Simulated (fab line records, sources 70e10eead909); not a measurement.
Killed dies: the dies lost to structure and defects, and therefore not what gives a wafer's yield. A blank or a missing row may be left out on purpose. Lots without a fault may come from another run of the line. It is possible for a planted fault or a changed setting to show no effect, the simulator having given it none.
fab line records    flow nand_harc
record lots=14  wafers=42  last_day=24
route steps=1159 shown A_BONDPAD@1082 THIN_TSV@1107
lots untouched by any fault: they come from a run of this same line in which no faults occurred
start_h: hours from the record's first day to the start of the lot's first wafer shown    wait_h: hours since the lot's step before    " repeats the value in the row above    L1.1+2: one row covering several wafers at once    - no value, or no start given    * or withheld: withheld    < > ~ a bound
route shown NAME@n: a module of which the file shows steps, and the number in the route of the first    usual: average and standard deviation across the fault-free wafers    same: alike in all rows    chamber/n: place in a boat    sites: per-site readings    _std_site: their standard deviation    _edge_site: the outer-site mean with the inner-site mean subtracted    radius_mm: for every site, how far away it sits from the centre of the wafer    mask NAME#n: copy n    behind: the tool/chamber that last shaped the wafer    hold: why the lot was held/for how many hours/how that ended    device: which transistor (n, p or np) failed to switch    end of line: tests run on the same wafers once the route is complete    where a step has no rows: the recipe by itself    killed: the dies lost at the first sort to structure and to defects; this is not the yield of the wafer    map: per-die view of a wafer (x killed, . not killed, _ where there is no die)
set.NAME: the setting the step ran with; set.NAME@STEP: the setting that earlier step ran with    model.NAME: the simulator's own value behind a step, which no gauge read
route steps across a sampled set of lots; one table per step, one row per wafer
services: when a tool's chamber went out of use (start_h, in hours from the record's first day, below 0 if earlier), for how many hours, and the reason
## steps
# step NHARC_A_BONDPAD_DEGAS_25
# recipe temp_c=300  time_s=60
# usual heater_power_w=484/59
lot.wafer  tool            chamber  start_h  wait_h  heater_power_w
L723.4     pvd_sputter-03  -        420.79   -       508
L723.6     "               -        "        "       539
L723.5     "               -        "        "       507
L724.1     pvd_sputter-03  -        436.32   -       526
L724.3     "               -        "        "       570
L724.5     "               -        "        "       506
L726.4     pvd_sputter-02  -        439.43   -       509
L726.6     "               -        "        "       496
L726.5     "               -        "        "       511
L727.4     pvd_sputter-03  -        441.91   -       592
L727.6     "               -        "        "       498
L727.5     "               -        "        "       425
L728.3     pvd_sputter-01  -        451.91   -       596
L728.1     "               -        "        "       394
L728.6     "               -        "        "       468
L729.4     pvd_sputter-01  -        458.57   -       393
L729.1     "               -        "        "       407
L729.2     "               -        "        "       585
L731.2     pvd_sputter-01  -        463.26   -       566
L731.3     "               -        "        "       493
L731.1     "               -        "        "       395
L732.2     pvd_sputter-03  -        485.51   -       535
L732.1     "               -        "        "       492
L732.5     "               -        "        "       542
L735.1     pvd_sputter-01  -        513.22   -       400
L735.6     "               -        "        "       397
L735.5     "               -        "        "       388
L738.4     pvd_sputter-03  -        518.49   -       536
L738.1     "               -        "        "       529
L738.5     "               -        "        "       529
L741.4     pvd_sputter-03  -        518.91   -       481
L741.2     "               -        "        "       529
L741.5     "               -        "        "       496
L740.2     pvd_sputter-03  -        519.42   -       533
L740.3     "               -        "        "       515
L740.6     "               -        "        "       418
L743.2     pvd_sputter-02  -        536.21   -       508
L743.4     "               -        "        "       513
L743.5     "               -        "        "       464
L744.3     pvd_sputter-01  -        542.14   -       390
L744.1     "               -        "        "       403
L744.2     "               -        "        "       568
# step NHARC_THIN_TSV_DEP_43
# recipe target_thk_a=13285  temp_c=withheld  pressure_torr=6.5  rf_w=900  teos_flow_sccm=161.4  flow_sccm=2650  target_thk_nm=1328.5  gas=O2  material=SiO2
# usual throttle_valve_pct=16.0/0.58
lot.wafer  tool      chamber  start_h  wait_h  throttle_valve_pct
L723.6     pecvd-03  1        436.49   -       16.7
L723.4     "         2        "        "       16.2
L723.5     "         0        "        "       16.2
L724.3     pecvd-02  0        452.00   -       16.6
L724.1     "         2        "        "       15.3
L724.5     "         0        "        "       16.9
L726.5     pecvd-02  1        453.32   -       15.7
L726.6     "         2        "        "       15.2
L726.4     "         0        "        "       16.5
L727.4     pecvd-03  1        454.55   -       16.4
L727.6     "         2        "        "       16.3
L727.5     "         0        "        "       16.1
L728.3     pecvd-02  2        465.28   -       15.4
L728.1     "         0        "        "       16.7
L728.6     "         0        "        "       16.8
L729.2     pecvd-04  0        472.13   -       15.6
L729.1     "         1        "        "       15.9
L729.4     "         1        "        "       15.8
L731.2     pecvd-02  2        477.77   -       15.2
L731.1     "         0        "        "       16.6
L731.3     "         1        "        "       15.7
L732.1     pecvd-03  2        501.44   -       15.5
L732.2     "         0        "        "       16.5
L732.5     "         0        "        "       16.5
L735.1     pecvd-03  1        530.72   -       15.9
L735.6     "         1        "        "       16.3
L735.5     "         2        "        "       15.6
L738.1     pecvd-03  0        532.00   -       16.5
L738.4     "         2        "        "       15.6
L738.5     "         0        "        "       16.4
L740.3     pecvd-02  0        534.33   -       16.6
L740.2     "         2        "        "       14.8
L740.6     "         0        "        "       16.6
L741.2     pecvd-04  0        535.52   -       16.2
L741.4     "         0        "        "       16.2
L741.5     "         1        "        "       16.0
L743.2     pecvd-02  0        551.42   -       16.7
L743.5     "         0        "        "       16.4
L743.4     "         2        "        "       14.6
L744.2     pecvd-03  2        555.75   -       15.5
L744.1     "         0        "        "       16.6
L744.3     "         1        "        "       16.3
# step NHARC_THIN_TSV_EXPOSE_09
# recipe na=0.55  dose_mj=30.7  mask_id=TSV
# usual exposure_dose_mJ_cm2=30.707/0.029  focus_offset_nm=-0.1/0.57
lot.wafer  tool            chamber  start_h  wait_h  mask   exposure_dose_mJ_cm2  focus_offset_nm
L723.4     krf_scanner-03  0        437.04   -       TSV#0  30.711                0.0
L723.5     "               0        "        "       TSV#0  30.715                0.1
L723.6     "               0        "        "       TSV#0  30.661                -0.3
L724.1     krf_scanner-01  0        452.67   -       TSV#0  30.672                -1.2
L724.3     "               0        "        "       TSV#0  30.727                -1.3
L724.5     "               0        "        "       TSV#0  30.724                -0.5
L726.4     krf_scanner-03  0        453.88   -       TSV#0  30.669                -0.1
L726.5     "               0        "        "       TSV#0  30.675                -0.7
L726.6     "               0        "        "       TSV#0  30.703                -0.4
L727.4     krf_scanner-03  0        454.98   -       TSV#0  30.656                0.3
L727.5     "               0        "        "       TSV#0  30.682                -0.4
L727.6     "               0        "        "       TSV#0  30.705                0.0
L728.1     krf_scanner-01  0        465.96   -       TSV#0  30.762                0.3
L728.3     "               0        "        "       TSV#0  30.747                -0.7
L728.6     "               0        "        "       TSV#0  30.735                -0.1
L729.1     krf_scanner-03  0        472.76   -       TSV#0  30.676                0.9
L729.2     "               0        "        "       TSV#0  30.672                1.0
L729.4     "               0        "        "       TSV#0  30.733                0.3
L731.1     krf_scanner-03  0        478.44   -       TSV#0  30.688                0.2
L731.2     "               0        "        "       TSV#0  30.722                0.3
L731.3     "               0        "        "       TSV#0  30.708                0.2
L732.1     krf_scanner-03  0        502.11   -       TSV#0  30.692                -0.4
L732.2     "               0        "        "       TSV#0  30.732                0.1
L732.5     "               0        "        "       TSV#0  30.737                -0.6
L735.1     krf_scanner-03  -        531.27   -       TSV#0  -                     -
L735.5     "               -        "        "       TSV#0  -                     -
L735.6     "               -        "        "       TSV#0  -                     -
L738.1     krf_scanner-03  -        532.47   -       TSV#0  -                     -
L738.4     "               -        "        "       TSV#0  -                     -
L738.5     "               -        "        "       TSV#0  -                     -
L740.2     krf_scanner-01  0        535.04   -       TSV#0  30.729                -0.3
L740.3     "               0        "        "       TSV#0  30.706                -0.5
L740.6     "               0        "        "       TSV#0  30.736                -0.5
L741.2     krf_scanner-03  0        536.19   -       TSV#0  30.728                -1.3
L741.4     "               0        "        "       TSV#0  30.748                0.0
L741.5     "               0        "        "       TSV#0  30.719                -0.9
L743.2     krf_scanner-04  0        552.10   -       TSV#0  30.712                -0.9
L743.4     "               0        "        "       TSV#0  30.711                0.3
L743.5     "               0        "        "       TSV#0  30.684                0.1
L744.1     krf_scanner-01  0        556.42   -       TSV#0  30.756                0.2
L744.2     "               0        "        "       TSV#0  30.713                1.0
L744.3     "               0        "        "       TSV#0  30.720                0.4
# step NHARC_THIN_TSV_DEP_47
# recipe target_thk_a=2000  temp_c=withheld  pressure_torr=6.5  rf_w=900  teos_flow_sccm=161.4  flow_sccm=2650  target_thk_nm=200  gas=O2  material=SiO2
# usual throttle_valve_pct=16.2/0.53
lot.wafer  tool      chamber  start_h  wait_h  throttle_valve_pct
L723.6     pecvd-03  2        439.29   -       16.2
L723.4     "         0        "        "       16.5
L723.5     "         1        "        "       16.3
L724.1     pecvd-02  0        454.81   -       16.7
L724.3     "         2        "        "       15.5
L724.5     "         1        "        "       15.7
L726.4     pecvd-03  0        456.00   -       16.5
L726.6     "         1        "        "       16.8
L726.5     "         2        "        "       16.0
L727.6     pecvd-03  0        457.09   -       16.7
L727.4     "         1        "        "       16.9
L727.5     "         2        "        "       16.3
L728.3     pecvd-03  2        468.03   -       16.0
L728.1     "         0        "        "       16.5
L728.6     "         2        "        "       16.2
L729.2     pecvd-02  2        474.83   -       15.3
L729.1     "         0        "        "       16.6
L729.4     "         0        "        "       16.9
L731.1     pecvd-02  0        480.70   -       16.8
L731.3     "         1        "        "       15.6
L731.2     "         2        "        "       15.6
L732.1     pecvd-04  1        504.23   -       16.0
L732.2     "         2        "        "       16.9
L732.5     "         0        "        "       15.5
L735.1     pecvd-03  2        533.27   -       15.6
L735.6     "         0        "        "       16.4
L735.5     "         1        "        "       16.4
L738.1     pecvd-03  1        534.51   -       15.9
L738.5     "         0        "        "       16.5
L738.4     "         2        "        "       15.6
L740.3     pecvd-02  0        537.03   -       16.8
L740.2     "         1        "        "       16.0
L740.6     "         2        "        "       14.7
L741.2     pecvd-04  1        538.21   -       15.8
L741.5     "         1        "        "       16.3
L741.4     "         2        "        "       16.8
L743.2     pecvd-04  0        554.13   -       16.0
L743.4     "         2        "        "       17.0
L743.5     "         1        "        "       16.0
L744.2     pecvd-02  1        558.54   -       16.5
L744.3     "         2        "        "       14.5
L744.1     "         0        "        "       16.8
## services
tool            chamber  start_h  hours  kind
krf_scanner-03  -        401.61   3.4    repair
krf_scanner-01  -        428.00   4.0    pm
pvd_sputter-02  -        443.94   0.5    repair
pvd_sputter-03  -        458.00   10.0   pm
krf_scanner-03  -        469.82   0.2    repair
krf_scanner-04  -        471.01   4.0    pm
pecvd-03        -        473.37   13.0   pm
pecvd-03        0        473.37   13.0   vent_cycle
pecvd-03        1        473.37   13.0   vent_cycle
pecvd-03        2        473.37   13.0   vent_cycle
pvd_sputter-01  -        475.46   8.3    repair
pecvd-04        -        478.30   5.0    repair
pecvd-03        0        486.37   -      clean
pecvd-03        1        486.37   -      clean
pecvd-03        -        487.46   0.3    repair
krf_scanner-01  -        505.28   1.8    repair
pvd_sputter-02  -        507.99   11.2   repair
krf_scanner-03  -        512.00   4.0    pm
pvd_sputter-01  -        514.00   10.0   pm
pecvd-02        -        515.37   13.0   pm
pvd_sputter-02  -        523.10   0.7    repair
pvd_sputter-03  -        538.65   0.9    repair
pvd_sputter-03  -        549.09   1.6    repair
pecvd-04        -        557.24   13.0   pm
## key
first_sign step=NHARC_THIN_TSV_EXPOSE_09  reading=tool_record  direction=missing
effect none on later readings
met_at NHARC_THIN_TSV_EXPOSE_09
struck_lots L735,L738
later_rows_left_out L735.1,L735.5,L735.6,L738.1,L738.4,L738.5
sort_left_out L735.1,L735.5,L735.6,L738.1,L738.4,L738.5
not_acting_at NHARC_A_BONDPAD_DEGAS_25,NHARC_THIN_TSV_DEP_43,NHARC_THIN_TSV_DEP_47
onset_between 502.11 531.27
fault kind=skipped_step_whole  tool=krf_scanner-03  chamber=-  onset_h=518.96  steps=NHARC_THIN_TSV_EXPOSE_09  scope=struck_lots_only
# sort_left_out: the simulated sort isn't trusted on such a fault, so these wafers' sort isn't shown, and their yield isn't known
# later_rows_left_out: the simulator's readings of these wafers behind a module that went badly wrong aren't trusted and aren't shown, but for the sort
